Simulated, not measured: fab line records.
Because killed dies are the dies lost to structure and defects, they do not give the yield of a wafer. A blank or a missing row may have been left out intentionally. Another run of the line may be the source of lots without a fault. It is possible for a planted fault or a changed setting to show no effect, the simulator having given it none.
Which tool did it?    flow nand_harc    72 wafers from 24 lots sampled at 6 of the route's 1302 steps

== WHAT EACH GAUGE READ, for each wafer ==
NHARC_A_SGD_CUT_INSPECT_11.
lot   measured      on                 raw_defect_count
L074  day 19 16:52  defect_inspect-02  64 57 62
L075  day 19 18:44  defect_inspect-01  71 63 66
L077  day 20 01:49  defect_inspect-01  20 17 26
L076  day 20 01:59  defect_inspect-02  112 94 119
L078  day 20 10:00  defect_inspect-02  32 31 33
L080  day 21 16:31  defect_inspect-02  78 80 82
L081  day 21 16:50  defect_inspect-01  108 100 100
L079  day 22 00:35  defect_inspect-01  110 110 96
L083  day 23 01:45  defect_inspect-01  30 27 34
L082  day 23 02:50  defect_inspect-02  69 71 79
L084  day 23 08:27  defect_inspect-01  84 80 88
L085  day 23 09:19  defect_inspect-02  15 17 10
L086  day 23 21:54  defect_inspect-02  30 41 43
L089  day 25 03:41  defect_inspect-02  59 52 64
L087  day 25 03:51  defect_inspect-02  113 84 75
L088  day 25 04:52  defect_inspect-01  65 50 57
L090  day 25 16:08  defect_inspect-02  55 55 50
L091  day 26 11:14  defect_inspect-02  27 24 25
L094  day 27 06:17  defect_inspect-01  62 70 83
L093  day 27 07:14  defect_inspect-01  81 61 62
L092  day 27 07:32  defect_inspect-02  108 89 103
L096  day 28 10:59  defect_inspect-02  7 4 8
L095  day 28 11:19  defect_inspect-01  18 37 38
L097  day 29 00:03  defect_inspect-02  102 91 82

NHARC_A_CONTACT_CD_MEAS_42 targets a cd of 300 nm.
lot   measured      on         cd_nm (nm)
L074  day 21 20:46  cd_sem-01  300.7 300.7 299.8
L075  day 21 20:35  cd_sem-03  298.9 300.0 299.6
L077  day 22 06:28  cd_sem-03  299.1 299.9 299.3
L076  day 22 08:11  cd_sem-03  299.0 299.8 299.7
L078  day 22 18:00  cd_sem-03  300.3 300.5 300.1
L080  day 24 00:59  cd_sem-02  298.9 298.3 298.9
L081  day 23 21:14  cd_sem-02  300.1 299.9 300.6
L079  day 24 07:15  cd_sem-01  301.0 300.3 300.6
L083  day 25 04:52  cd_sem-03  299.6 299.3 299.9
L082  day 25 05:01  cd_sem-03  300.7 300.5 300.5
L084  day 25 11:44  cd_sem-03  299.5 299.9 299.6
L085  day 25 14:48  cd_sem-01  300.9 301.4 300.6
L086  day 26 03:47  cd_sem-01  299.4 299.2 299.6
L089  day 27 13:13  cd_sem-01  300.6 300.9 301.0
L087  day 27 08:59  cd_sem-03  300.1 299.9 299.9
L088  day 27 08:50  cd_sem-03  300.4 300.8 300.7
L090  day 28 00:49  cd_sem-02  299.9 299.7 300.9
L091  day 28 13:34  cd_sem-03  299.7 299.6 299.4
L094  day 29 07:48  cd_sem-02  298.9 299.0 299.3
L093  day 29 15:35  cd_sem-02  299.9 300.3 300.2
L092  day 29 09:23  cd_sem-01  299.7 299.6 299.5
L096  day 30 14:20  cd_sem-03  300.2 299.8 299.7
L095  day 30 19:53  cd_sem-01  300.4 300.2 300.4
L097  day 31 04:17  cd_sem-01  299.2 299.9 299.4

NHARC_A_CONTACT_INSPECT_44.
lot   measured      on                 raw_defect_count
L074  day 21 20:53  defect_inspect-02  64 57 70
L075  day 21 20:43  defect_inspect-01  116 95 97
L077  day 22 06:36  defect_inspect-02  58 61 59
L076  day 22 08:19  defect_inspect-02  110 88 125
L078  day 22 18:08  defect_inspect-02  35 30 29
L080  day 24 01:06  defect_inspect-01  123 123 131
L081  day 23 21:21  defect_inspect-02  139 145 146
L079  day 24 07:23  defect_inspect-01  152 154 140
L083  day 25 04:59  defect_inspect-01  40 36 42
L082  day 25 05:08  defect_inspect-02  120 114 140
L084  day 25 11:52  defect_inspect-01  82 87 84
L085  day 25 14:55  defect_inspect-02  64 68 69
L086  day 26 03:55  defect_inspect-02  39 41 47
L089  day 27 13:20  defect_inspect-01  124 111 114
L087  day 27 09:07  defect_inspect-01  124 95 91
L088  day 27 08:58  defect_inspect-02  70 56 56
L090  day 28 00:56  defect_inspect-02  59 56 60
L091  day 28 13:41  defect_inspect-01  30 30 28
L094  day 29 07:55  defect_inspect-01  65 75 96
L093  day 29 15:42  defect_inspect-01  83 69 66
L092  day 29 09:31  defect_inspect-01  159 140 160
L096  day 30 14:27  defect_inspect-02  18 20 23
L095  day 30 20:01  defect_inspect-01  26 46 48
L097  day 31 04:24  defect_inspect-01  155 130 146

== WHAT TOOL EACH LOT RAN ON (gives the tool, then ch and the chambers of the sampled wafers, and finally the start) ==
lot   NHARC_A_SLIT_DEP_23              NHARC_A_SLIT_ETCH_29                NHARC_A_WL_FILL_ALD_00
L074  pecvd-01 ch 0,2, day 20 06:51    rie_diel-06 ch 1,2, day 20 13:31    ald_hk-02 ch 1,2, day 20 20:48
L075  pecvd-01 ch 0,2, day 20 07:42    rie_diel-10 ch 1,2, day 20 14:22    ald_hk-02 ch 0,1, day 20 20:56
L077  pecvd-02 ch 0,1,2, day 20 14:18  rie_diel-06 ch 0,2,3, day 20 22:16  ald_hk-02 ch 0,1,2, day 21 06:58
L076  pecvd-04 ch 0,1, day 20 14:17    rie_diel-03 ch 0,2,3, day 20 21:35  ald_hk-04 ch 1,2,3, day 21 06:50
L078  pecvd-01 ch 0,2, day 20 22:11    rie_diel-10 ch 0,1,3, day 21 05:56  ald_hk-02 ch 0,1,2, day 21 13:14
L080  pecvd-02 ch 0,1,2, day 22 09:36  rie_diel-06 ch 1,2, day 22 18:04    ald_hk-02 ch 1,2,3, day 23 01:22
L081  pecvd-04 ch 0,2, day 22 07:36    rie_diel-10 ch 1,2, day 22 14:14    ald_hk-04 ch 0,1, day 22 21:30
L079  pecvd-02 ch 0,1,2, day 22 17:11  rie_diel-03 ch 0,2, day 22 23:49    ald_hk-01 ch 0,2,3, day 23 07:08
L083  pecvd-02 ch 1,2, day 23 14:51    rie_diel-03 ch 0,1, day 23 21:47    ald_hk-04 ch 0,1, day 24 05:01
L082  pecvd-01 ch 0,1, day 23 14:59    rie_diel-10 ch 0,1,2, day 23 23:58  ald_hk-02 ch 0,1,3, day 24 07:13
L084  pecvd-02 ch 0,1,2, day 23 19:11  rie_diel-06 ch 0,1,3, day 24 01:47  ald_hk-02 ch 0,1,2, day 24 09:44
L085  pecvd-04 ch 0,2, day 23 19:21    rie_diel-10 ch 0,3, day 24 03:47    ald_hk-04 ch 0,1,2, day 24 09:47
L086  pecvd-04 ch 0,1,2, day 24 12:14  rie_diel-06 ch 0,1,2, day 24 18:53  ald_hk-04 ch 0,3, day 25 02:10
L089  pecvd-04 ch 0,1, day 25 15:01    rie_diel-03 ch 2,3, day 25 21:42    ald_hk-04 ch 1,2,3, day 26 04:16
L087  pecvd-01 ch 0,1, day 25 14:27    rie_diel-06 ch 1,3, day 25 21:04    ald_hk-02 ch 0,2,3, day 26 04:15
L088  pecvd-04 ch 1,2, day 25 17:53    rie_diel-03 ch 1,2,3, day 26 00:53  ald_hk-02 ch 1,2,3, day 26 08:04
L090  pecvd-04 ch 0,1, day 26 04:31    rie_diel-06 ch 0,1,2, day 26 11:16  ald_hk-02 ch 0,2,3, day 26 21:08
L091  pecvd-04 ch 0,1,2, day 26 23:40  rie_diel-03 ch 2,3, day 27 06:13    ald_hk-01 ch 0,1,2, day 27 13:24
L094  pecvd-02 ch 0,1,2, day 27 17:31  rie_diel-10 ch 0,2,3, day 28 00:07  ald_hk-02 ch 0,2, day 28 07:19
L093  pecvd-01 ch 0,1, day 27 17:47    rie_diel-03 ch 0,1,3, day 28 03:56  ald_hk-04 ch 0,3, day 28 11:05
L092  pecvd-01 ch 0,1,2, day 27 17:32  rie_diel-03 ch 0,1, day 28 00:20    ald_hk-01 ch 0,1,2, day 28 07:21
L096  pecvd-02 ch 0,2, day 29 00:47    rie_diel-03 ch 0,1,2, day 29 07:16  ald_hk-02 ch 0,1, day 29 14:29
L095  pecvd-02 ch 1,2, day 29 02:51    rie_diel-03 ch 2,3, day 29 11:04    ald_hk-04 ch 0,1, day 29 18:18
L097  pecvd-02 ch 0,2, day 29 13:14    rie_diel-03 ch 0,2,3, day 29 19:51  ald_hk-04 ch 0,2,3, day 30 02:57
- NHARC_A_SLIT_DEP_23: deposits SiON, target thk 100 nm.
- NHARC_A_SLIT_ETCH_29: etches the open film in CF4/O2, target depth 100 nm, overetch 10 nm, time 55 s.
- NHARC_A_WL_FILL_ALD_00: deposits Al2O3, target thk 3 nm, pulse time 3 s, ald cycles 30.

== WHAT THE TOOLS THEMSELVES READ (means of the sampled wafers that have a number; where no wafer has one, the mark that the record gives instead) ==
NHARC_A_SLIT_DEP_23.
lot   tool      heater_power_w (W)
L074  pecvd-01  703
L075  pecvd-01  721
L077  pecvd-02  816
L076  pecvd-04  742
L078  pecvd-01  759
L080  pecvd-02  803
L081  pecvd-04  909
L079  pecvd-02  755
L083  pecvd-02  827
L082  pecvd-01  669
L084  pecvd-02  875
L085  pecvd-04  848
L086  pecvd-04  837
L089  pecvd-04  753
L087  pecvd-01  692
L088  pecvd-04  859
L090  pecvd-04  747
L091  pecvd-04  810
L094  pecvd-02  813
L093  pecvd-01  671
L092  pecvd-01  797
L096  pecvd-02  865
L095  pecvd-02  806
L097  pecvd-02  862

NHARC_A_SLIT_ETCH_29.
lot   tool         drypump_motor_current_A (A)  oes_product_au (a.u.)  rf_vpp_V (V)  showerhead_plenum_p_Torr (Torr)  throttle_valve_pct (%)
L074  rie_diel-06  5.8                          0.997                  198.3         1.35                             13.397
L075  rie_diel-10  5.9                          1.010                  195.7         1.28                             13.395
L077  rie_diel-06  5.5                          0.994                  197.7         1.36                             13.395
L076  rie_diel-03  5.6                          1.010                  196.5         1.26                             13.391
L078  rie_diel-10  6.1                          1.006                  197.9         1.36                             13.400
L080  rie_diel-06  5.7                          0.995                  198.7         1.35                             13.393
L081  rie_diel-10  5.9                          1.009                  196.6         1.28                             13.398
L079  rie_diel-03  5.5                          1.002                  196.4         1.27                             13.407
L083  rie_diel-03  5.8                          0.997                  197.6         1.34                             13.406
L082  rie_diel-10  6.0                          1.012                  198.1         1.31                             13.398
L084  rie_diel-06  5.4                          0.985                  198.8         1.38                             13.394
L085  rie_diel-10  6.2                          1.020                  198.4         1.39                             13.392
L086  rie_diel-06  5.6                          1.000                  197.5         1.36                             13.402
L089  rie_diel-03  5.7                          1.008                  197.4         1.27                             13.397
L087  rie_diel-06  5.4                          0.984                  198.7         1.38                             13.398
L088  rie_diel-03  5.8                          0.998                  197.2         1.31                             13.397
L090  rie_diel-06  5.5                          1.005                  198.6         1.36                             13.398
L091  rie_diel-03  5.6                          1.012                  195.8         1.27                             13.399
L094  rie_diel-10  6.0                          1.008                  197.8         1.34                             13.387
L093  rie_diel-03  5.7                          1.007                  196.0         1.29                             13.406
L092  rie_diel-03  5.8                          1.009                  198.1         1.34                             13.396
L096  rie_diel-03  5.6                          1.001                  197.1         1.30                             13.393
L095  rie_diel-03  5.6                          1.008                  196.9         1.27                             13.394
L097  rie_diel-03  5.6                          1.003                  195.8         1.26                             13.404

NHARC_A_WL_FILL_ALD_00.
lot   tool       heater_power_w (W)  precursor_pulse_height_rel
L074  ald_hk-02  479                 0.996
L075  ald_hk-02  515                 1.002
L077  ald_hk-02  501                 1.009
L076  ald_hk-04  455                 0.998
L078  ald_hk-02  496                 1.015
L080  ald_hk-02  480                 0.993
L081  ald_hk-04  461                 0.995
L079  ald_hk-01  443                 1.000
L083  ald_hk-04  457                 0.992
L082  ald_hk-02  507                 0.989
L084  ald_hk-02  489                 0.996
L085  ald_hk-04  463                 1.006
L086  ald_hk-04  479                 1.023
L089  ald_hk-04  462                 0.984
L087  ald_hk-02  492                 0.990
L088  ald_hk-02  472                 1.001
L090  ald_hk-02  492                 0.978
L091  ald_hk-01  426                 1.017
L094  ald_hk-02  487                 0.974
L093  ald_hk-04  479                 0.982
L092  ald_hk-01  420                 0.993
L096  ald_hk-02  497                 0.995
L095  ald_hk-04  447                 0.990
L097  ald_hk-04  484                 1.001

== THE ANSWER, worked out from the rows above alone ==
Rule: what is usual is taken from the lots themselves. The widest of any qualifying gaps counts: lots, ordered by their means at a reading, are off when they make up no more than a third of the lots, leave a main group of 4 or more, and stand apart from it by 3 or more times the standard deviation of that group's means. The tables above print the reading to a certain number of digits; a main group whose means all agree to those digits is not used. A lot without any number at a reading at which 4 lots or more have one is off too. Any other lot the step has rows for is counted as sound. Order of review: gauges by route order, followed by the tools' own readings, for which a lot's mean as printed above is used. At the first step where some lot is off, the reading lying furthest off is the one used; lots without a number count as furthest.
None of the lots is off at any reading shown; this tells nothing.

== WHAT WAS PUT IN BY THE SIMULATOR ==
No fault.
